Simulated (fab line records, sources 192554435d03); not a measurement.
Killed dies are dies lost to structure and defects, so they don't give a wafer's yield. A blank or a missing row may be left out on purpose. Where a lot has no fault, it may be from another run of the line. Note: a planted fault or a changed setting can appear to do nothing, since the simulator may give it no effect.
Which of the tools did it? + flow n5_finfet + 10 lots with 30 wafers sampled at 5 steps, on a route of 1938 steps

== WHAT THE GAUGES READ, wafer by wafer ==
N5_PASSIVATION_OVL_MEAS_60.
| lot  | measured     | on         | TV_OVL (nm) |
|------|--------------|------------|-------------|
| L645 | day 12 17:37 | overlay-01 | -5 -6 -4    |
| L646 | day 13 07:44 | overlay-02 | 1 -4 3      |
| L649 | day 13 12:23 | overlay-02 | -3 0 1      |
| L650 | day 14 16:37 | overlay-01 | -7 -4 -9    |
| L654 | day 15 18:25 | overlay-01 | 1 4 4       |
| L656 | day 15 18:34 | overlay-02 | 0 6 2       |
| L655 | day 16 07:44 | overlay-02 | -2 6 -3     |
| L660 | day 17 04:38 | overlay-02 | 417 416 415 |
| L663 | day 17 23:25 | overlay-01 | 415 413 421 |
| L662 | day 18 06:32 | overlay-02 | 5 6 -3      |

== TOOL THAT RAN EACH LOT (tool first, then ch and the chambers of the sampled wafers, then the start) ==
| lot  | N5_BEOL_M15_STRIP_64                          | N5_BEOL_M15_DESCUM_33              | N5_MIM_BOT_ETCH_ETCH_00           | N5_PASSIVATION_EXPOSE_07          |
|------|-----------------------------------------------|------------------------------------|-----------------------------------|-----------------------------------|
| L645 | rie_diel-03 ch 0,2,3, day 12 07:26 or earlier | rie_diel-06 ch 0,1, day 12 07:26   | rie_metal-01 ch 0,1, day 12 15:58 | krf_scanner-02 ch 0, day 12 17:25 |
| L646 | rie_diel-03 ch 0,1, day 12 14:56 or earlier   | rie_diel-03 ch 1,2, day 12 14:56   | rie_metal-02 ch 0,1, day 13 06:15 | krf_scanner-02 ch 0, day 13 07:32 |
| L649 | rie_diel-03 ch 0,1,2, day 13 02:46 or earlier | rie_diel-01 ch 2,3, day 13 02:46   | rie_metal-03 ch 0,1, day 13 11:16 | krf_scanner-02 ch 0, day 13 12:10 |
| L650 | rie_diel-03 ch 1,2, day 14 05:59 or earlier   | rie_diel-01 ch 1,3, day 14 05:59   | rie_metal-01 ch 0,1, day 14 14:10 | krf_scanner-01 ch 0, day 14 16:25 |
| L654 | rie_diel-01 ch 0,2, day 15 00:22 or earlier   | rie_diel-01 ch 0,2,3, day 15 00:22 | rie_metal-01 ch 0, day 15 17:05   | krf_scanner-01 ch 0, day 15 18:12 |
| L656 | rie_diel-01 ch 0,3, day 15 04:45 or earlier   | rie_diel-01 ch 2,3, day 15 04:45   | rie_metal-02 ch 0,1, day 15 17:14 | krf_scanner-02 ch 0, day 15 18:22 |
| L655 | rie_diel-01 ch 1,2, day 15 18:21 or earlier   | rie_diel-01 ch 0,1,2, day 15 18:21 | rie_metal-01 ch 0,1, day 16 05:02 | krf_scanner-01 ch 0, day 16 07:32 |
| L660 | rie_diel-01 ch 0,1, day 16 12:17 or earlier   | rie_diel-01 ch 0,3, day 16 12:17   | rie_metal-02 ch 0,1, day 17 01:40 | krf_scanner-01 ch 0, day 17 04:26 |
| L663 | rie_diel-03 ch 1,2, day 17 14:16 or earlier   | rie_diel-03 ch 0,1, day 17 14:16   | rie_metal-01 ch 1, day 17 22:08   | krf_scanner-01 ch 0, day 17 23:13 |
| L662 | rie_diel-03 ch 0,1,3, day 17 16:07 or earlier | rie_diel-06 ch 1,2,3, day 17 16:07 | rie_metal-01 ch 1, day 18 03:13   | krf_scanner-02 ch 0, day 18 06:20 |
- N5_BEOL_M15_STRIP_64: strips in O2.
- N5_BEOL_M15_DESCUM_33: chemistry O2, time 7.9 s.
- N5_MIM_BOT_ETCH_ETCH_00: etches TiN in Cl2/BCl3, target depth 45.5 nm.
- N5_PASSIVATION_EXPOSE_07: exposes mask TV, defocus 0 nm, target cd 3000 nm.

== AS READ BY THE TOOLS THEMSELVES (means over the sampled wafers that have a number; for cases with no such wafer, the mark the record gives instead) ==
N5_BEOL_M15_STRIP_64.
| lot  | tool        | drypump_motor_current_A (A) | oes_product_au (a.u.) | rf_vpp_V (V) | showerhead_plenum_p_Torr (Torr) | throttle_valve_pct (%) |
|------|-------------|-----------------------------|-----------------------|--------------|---------------------------------|------------------------|
| L645 | rie_diel-03 | 5.52                        | 0.70                  | 3.6          | 2.07                            | 16.95                  |
| L646 | rie_diel-03 | 5.45                        | 0.72                  | 4.1          | 2.02                            | 16.57                  |
| L649 | rie_diel-03 | 5.36                        | 0.72                  | 3.5          | 2.02                            | 16.77                  |
| L650 | rie_diel-03 | 5.24                        | 0.73                  | 3.2          | 1.97                            | 16.74                  |
| L654 | rie_diel-01 | 5.28                        | 0.85                  | 3.3          | 2.09                            | 16.74                  |
| L656 | rie_diel-01 | 5.26                        | 0.76                  | 3.9          | 2.07                            | 16.73                  |
| L655 | rie_diel-01 | 5.61                        | 0.98                  | 3.9          | 2.12                            | 16.41                  |
| L660 | rie_diel-01 | 5.25                        | 0.84                  | 3.6          | 2.12                            | 16.73                  |
| L663 | rie_diel-03 | 5.25                        | 0.70                  | 3.4          | 2.02                            | 17.03                  |
| L662 | rie_diel-03 | 5.51                        | 0.85                  | 3.2          | 2.01                            | 16.47                  |

N5_BEOL_M15_DESCUM_33.
| lot  | tool        | drypump_motor_current_A (A) | oes_product_au (a.u.) | rf_vpp_V (V) | showerhead_plenum_p_Torr (Torr) | throttle_valve_pct (%) |
|------|-------------|-----------------------------|-----------------------|--------------|---------------------------------|------------------------|
| L645 | rie_diel-06 | 5.64                        | 0.85                  | 244.3        | 2.12                            | 20.17                  |
| L646 | rie_diel-03 | 5.24                        | 0.75                  | 241.3        | 1.97                            | 20.44                  |
| L649 | rie_diel-01 | 5.68                        | 0.71                  | 242.9        | 2.04                            | 20.47                  |
| L650 | rie_diel-01 | 5.63                        | 0.71                  | 242.7        | 2.05                            | 20.26                  |
| L654 | rie_diel-01 | 5.48                        | 0.82                  | 242.8        | 2.05                            | 20.35                  |
| L656 | rie_diel-01 | 5.68                        | 0.80                  | 241.8        | 2.01                            | 20.18                  |
| L655 | rie_diel-01 | 5.45                        | 0.90                  | 243.9        | 2.10                            | 20.38                  |
| L660 | rie_diel-01 | 5.26                        | 0.75                  | 243.0        | 2.06                            | 20.51                  |
| L663 | rie_diel-03 | 5.33                        | 0.80                  | 240.7        | 1.95                            | 20.16                  |
| L662 | rie_diel-06 | 5.66                        | 0.82                  | 244.0        | 2.17                            | 20.19                  |

N5_MIM_BOT_ETCH_ETCH_00.
| lot  | tool         | drypump_motor_current_A (A) | he_backside_leak_sccm (sccm) | mfc_ar_sccm (sccm) | oes_product_au (a.u.) | throttle_valve_pct (%) |
|------|--------------|-----------------------------|------------------------------|--------------------|-----------------------|------------------------|
| L645 | rie_metal-01 | 5.7                         | 3.3                          | 25.00              | 0.64                  | 22.31                  |
| L646 | rie_metal-02 | 5.3                         | 3.4                          | 24.99              | 0.70                  | 22.06                  |
| L649 | rie_metal-03 | 5.9                         | 3.5                          | 25.02              | 0.80                  | 21.93                  |
| L650 | rie_metal-01 | 5.8                         | 3.5                          | 25.05              | 0.65                  | 22.15                  |
| L654 | rie_metal-01 | 6.0                         | 3.7                          | 24.91              | 0.67                  | 21.97                  |
| L656 | rie_metal-02 | 5.2                         | 3.4                          | 25.01              | 0.71                  | 22.23                  |
| L655 | rie_metal-01 | 5.6                         | 3.3                          | 25.03              | 0.86                  | 22.15                  |
| L660 | rie_metal-02 | 5.3                         | 3.2                          | 25.10              | 0.90                  | 21.88                  |
| L663 | rie_metal-01 | 5.5                         | 3.0                          | 25.03              | 0.90                  | 22.23                  |
| L662 | rie_metal-01 | 5.5                         | 3.0                          | 24.96              | 0.90                  | 22.24                  |

N5_PASSIVATION_EXPOSE_07.
| lot  | tool           | focus_offset_nm (nm) |
|------|----------------|----------------------|
| L645 | krf_scanner-02 | 0.1                  |
| L646 | krf_scanner-02 | -0.1                 |
| L649 | krf_scanner-02 | -0.1                 |
| L650 | krf_scanner-01 | -0.0                 |
| L654 | krf_scanner-01 | 0.1                  |
| L656 | krf_scanner-02 | 0.2                  |
| L655 | krf_scanner-01 | -0.1                 |
| L660 | krf_scanner-01 | 0.3                  |
| L663 | krf_scanner-01 | 0.0                  |
| L662 | krf_scanner-02 | 0.0                  |

== THE ANSWER, worked out from the rows above alone ==
Rule: the usual values come from the lots themselves. The widest of any qualifying gaps counts: lots, ordered by their means at a reading, are off when they make up no more than a third of the lots, leave a main group of 4 or more, and stand apart from it by 3 or more times the standard deviation of that group's means. A main group whose means are all the same, to the digits that the tables above print for the reading, isn't used. A lot without any number at a reading at which 4 lots or more have one is off too. All remaining lots with rows at the step are treated as sound. Order of review: gauges by route order, followed by the tools' own readings, for which a lot's mean as printed above is used. At the first step where some lot is off, the reading lying furthest off is the one used; lots without a number count as furthest.
Off: L660, L663, seen at N5_PASSIVATION_OVL_MEAS_60 (TV_OVL). The main group: mean -0 nm, standard deviation 3.4.
A tool fits if, at a process step before that reading, it ran every lot that is off, and no sound lot after the first of them. The gauges at N5_PASSIVATION_OVL_MEAS_60 are tried like those tools. N5_BEOL_M15_STRIP_64: start missing for some lots; hours and lot order therefore follow N5_BEOL_M15_DESCUM_33. One fits: krf_scanner-01 at N5_PASSIVATION_EXPOSE_07. Its last sound lot is L655 (day 16 07:32), its first lot that is off L660 (day 17 04:26): a fault that began between those two fits.

== WHAT THE SIMULATOR HAD INSERTED ==
Scanner matching overlay: krf_scanner-01, from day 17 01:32 on, at N5_PASSIVATION_EXPOSE_07. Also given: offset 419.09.
Lots struck among those shown: L660, L663. This agrees with what the rule above found.
